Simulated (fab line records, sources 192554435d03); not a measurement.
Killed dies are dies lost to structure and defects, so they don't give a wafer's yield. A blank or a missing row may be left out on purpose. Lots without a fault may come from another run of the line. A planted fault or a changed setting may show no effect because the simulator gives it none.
Chamber matching | flow n5_finfet | N5_BEOL_M1_DESCUM_33 on rie_diel-04: 4 sister chambers
The step chemistry O2, time 7 s. 4 wafers are shown with their chamber, then 7 later ones without.

WAFERS WITH THEIR CHAMBER
wafer  | chamber | showerhead_plenum_p_Torr (Torr)
L082.4 | 2       | 2.18
L087.3 | 3       | 1.97
L089.1 | 0       | 2.08
L089.4 | 1       | 2.00

WAFERS WITHOUT THEIR CHAMBER
wafer  | showerhead_plenum_p_Torr (Torr)
L089.6 | 2.18
L093.1 | 2.08
L093.4 | 2.17
L093.6 | 2.17
L094.1 | 2.17
L094.5 | 2.08
L094.6 | 2.00

WHICH CHAMBER EACH WENT THROUGH
wafer  | from the rows above | in truth
L089.6 | 2                   | 2
L093.1 | 0                   | 0
L093.4 | 2                   | 2
L093.6 | 2                   | 2
L094.1 | 2                   | 2
L094.5 | 0                   | 0
L094.6 | 1                   | 1
Placed correctly: 7 of 7. Can't be placed from these rows: 0. Placed wrongly: 0.
How it was worked out, from the rows above alone: a wafer's distance from a chamber is the root of the sum, over the readings, of the square of ((its reading less the chamber's mean) divided by the reading's scatter). The wafer belongs to the nearest chamber; if the next one is less than 2 further off, it can't be placed. A chamber's mean is the mean of its shown wafers. The scatter: with one shown wafer a chamber, the root of the mean of the squares of how far each hidden wafer lies from its nearest shown one.
